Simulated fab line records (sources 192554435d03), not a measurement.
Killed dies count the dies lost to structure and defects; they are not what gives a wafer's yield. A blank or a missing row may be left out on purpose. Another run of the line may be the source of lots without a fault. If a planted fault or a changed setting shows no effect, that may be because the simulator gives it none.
Chamber matching -- flow n5_finfet -- N5_BEOL_M10_CMP_52 on cmp-02: 4 sister chambers
The step polishes, stops on SiCOH lowk, t overpolish 7 s, target thk 140 nm. 7 wafers are shown with their chamber, then 7 later ones without.

WAFERS PAIRED WITH THEIR CHAMBERS
wafer,chamber,motor_current_A (A),barrier_field_endpoint_s (s)
L122.6,2,6.1,29.6
L124.2,3,7.5,28.8
L126.1,3,7.4,28.2
L126.3,1,6.7,28.8
L126.5,0,7.0,29.1
L127.1,0,7.1,28.7
L127.5,1,6.2,29.6

WAFERS MISSING THEIR CHAMBER
wafer,motor_current_A (A),barrier_field_endpoint_s (s)
L127.6,6.7,29.2
L130.2,6.5,29.7
L130.3,6.7,29.5
L130.6,7.7,29.9
L143.1,7.0,29.8
L143.2,6.1,29.5
L143.4,6.4,29.8

EACH ONE'S CHAMBER
wafer,from the rows above,in truth
L127.6,can't be placed: 1 or 0 or 2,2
L130.2,can't be placed: 1 or 2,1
L130.3,can't be placed: 1 or 0 or 2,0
L130.6,can't be placed: 3 or 0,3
L143.1,can't be placed: 0 or 1 or 3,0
L143.2,can't be placed: 2 or 1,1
L143.4,can't be placed: 1 or 2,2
Correct placement for 0 of the 7. Can't be placed from these rows: 7 (the true chamber is among the candidates in 7). 0 placed wrongly.
How it was worked out, from the rows above alone: a wafer's distance from a chamber is the root of the sum, over the readings, of the square of ((its reading less the chamber's mean) divided by the reading's scatter). If the next closest chamber is less than 2 further off than the closest, the wafer can't be placed; otherwise it belongs to the closest. A chamber's mean is the mean of its shown wafers. How the scatter is found: for the shown wafers, subtract from each reading the mean of its chamber, square and add these, divide the total by (wafers less chambers), then take the root.
